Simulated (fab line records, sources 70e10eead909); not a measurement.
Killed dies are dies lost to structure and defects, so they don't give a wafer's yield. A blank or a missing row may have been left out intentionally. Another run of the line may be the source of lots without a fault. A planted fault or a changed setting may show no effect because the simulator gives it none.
Chamber matching	flow nand-harc	NHARC_P_GATE_DESCUM_13 on rie-diel-08: 4 sister chambers
The step chemistry O2, time 3 s. 4 wafers are shown with their chamber, then 10 later ones without.

WAFERS WITH THEIR CHAMBER
wafer	chamber	drypump-motor-current-A (A)
L081.3	2	5.4
L082.5	0	5.1
L086.3	1	5.5
L086.4	3	5.8

WAFERS WHOSE CHAMBER IS MISSING
wafer	drypump-motor-current-A (A)
L086.5	5.5
L088.3	5.5
L088.5	5.8
L088.6	5.4
L090.1	5.5
L090.2	5.8
L090.4	5.1
L095.1	5.8
L095.2	5.5
L095.4	5.6

CHAMBER TAKEN BY EACH
wafer	from the rows above	in truth
L086.5	1	1
L088.3	1	1
L088.5	3	3
L088.6	2	2
L090.1	1	1
L090.2	3	3
L090.4	0	0
L095.1	3	3
L095.2	1	1
L095.4	1	1
10 of 10 placed correctly. Can't be placed from these rows: 0. Placed wrongly: 0.
How it was worked out, from the rows above alone: a wafer's distance from a chamber is the root of the sum, over the readings, of the square of ((its reading less the chamber's mean) divided by the reading's scatter). If the next closest chamber is less than 2 further off than the closest, the wafer can't be placed; otherwise it belongs to the closest. Each chamber's mean is taken over the wafers shown for it. The scatter: root of mean squared gap, hidden wafer to nearest shown wafer, with one shown wafer a chamber.
